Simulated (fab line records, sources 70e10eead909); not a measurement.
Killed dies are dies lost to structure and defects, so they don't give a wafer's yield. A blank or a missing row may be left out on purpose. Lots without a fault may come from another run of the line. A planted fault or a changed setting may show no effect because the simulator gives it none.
Chamber matching | flow nand_harc | NHARC_A_SLIT_ETCH_29 on rie_diel-09: 4 sister chambers
The step etches the open film in CF4/O2, target depth 100 nm, overetch 10 nm, time 55 s. 16 wafers are shown with their chamber, then 8 later ones without.

WAFERS WITH THEIR CHAMBER
wafer  | chamber | drypump_motor_current_A (A) | rf_vpp_V (V) | oes_product_au (a.u.)
L077.2 | 3       | 6.6                         | 197.1        | 0.996
L077.3 | 1       | 5.2                         | 198.1        | 1.002
L077.6 | 1       | 5.2                         | 198.5        | 0.994
L079.2 | 1       | 5.2                         | 198.4        | 0.988
L079.4 | 1       | 5.2                         | 198.6        | 0.996
L079.6 | 0       | 5.9                         | 197.3        | 0.999
L085.1 | 3       | 6.5                         | 199.7        | 0.997
L085.2 | 1       | 5.1                         | 197.6        | 0.995
L085.6 | 0       | 5.9                         | 196.0        | 0.993
L088.1 | 0       | 5.9                         | 196.0        | 0.990
L088.4 | 1       | 5.2                         | 199.2        | 1.009
L088.5 | 3       | 6.5                         | 198.3        | 0.988
L087.3 | 2       | 5.5                         | 195.0        | 0.988
L087.5 | 3       | 6.5                         | 200.1        | 0.993
L087.6 | 2       | 5.5                         | 195.4        | 0.996
L090.2 | 2       | 5.5                         | 196.5        | 0.984

SIGNATURES (means of the wafers above)
reading                 | chamber 0 | chamber 1 | chamber 2 | chamber 3 | scatter within a chamber
drypump_motor_current_A | 5.900     | 5.183     | 5.500     | 6.525     | 0.0363
rf_vpp_V                | 196.433   | 198.400   | 195.633   | 198.800   | 0.885
oes_product_au          | 0.99400   | 0.99733   | 0.98933   | 0.99350   | 0.00598
Rule: a wafer's distance from a chamber is the root of the sum, over the readings, of the square of ((its reading less the chamber's mean) divided by the reading's scatter). The wafer belongs to the nearest chamber; if the next one is less than 2 further off, it can't be placed. The scatter: the root of (the sum of the squares of (reading less its chamber's mean) over the shown wafers, divided by (wafers less chambers)).

WAFERS WITHOUT THEIR CHAMBER
wafer  | drypump_motor_current_A (A) | rf_vpp_V (V) | oes_product_au (a.u.)
L090.3 | 6.6                         | 199.4        | 0.985
L090.6 | 5.5                         | 194.7        | 0.981
L096.2 | 5.2                         | 196.6        | 0.995
L096.3 | 5.5                         | 196.1        | 0.990
L096.5 | 5.5                         | 195.2        | 0.992
L097.3 | 6.6                         | 198.3        | 1.001
L097.5 | 5.5                         | 196.1        | 0.991
L097.6 | 6.6                         | 198.0        | 1.002

WHICH CHAMBER EACH WENT THROUGH
wafer  | from the rows above | in truth
L090.3 | 3                   | 3
L090.6 | 2                   | 2
L096.2 | 1                   | 1
L096.3 | 2                   | 2
L096.5 | 2                   | 2
L097.3 | 3                   | 3
L097.5 | 2                   | 2
L097.6 | 3                   | 3
Placed correctly: 8 of 8. Can't be placed from these rows: 0. Placed wrongly: 0.
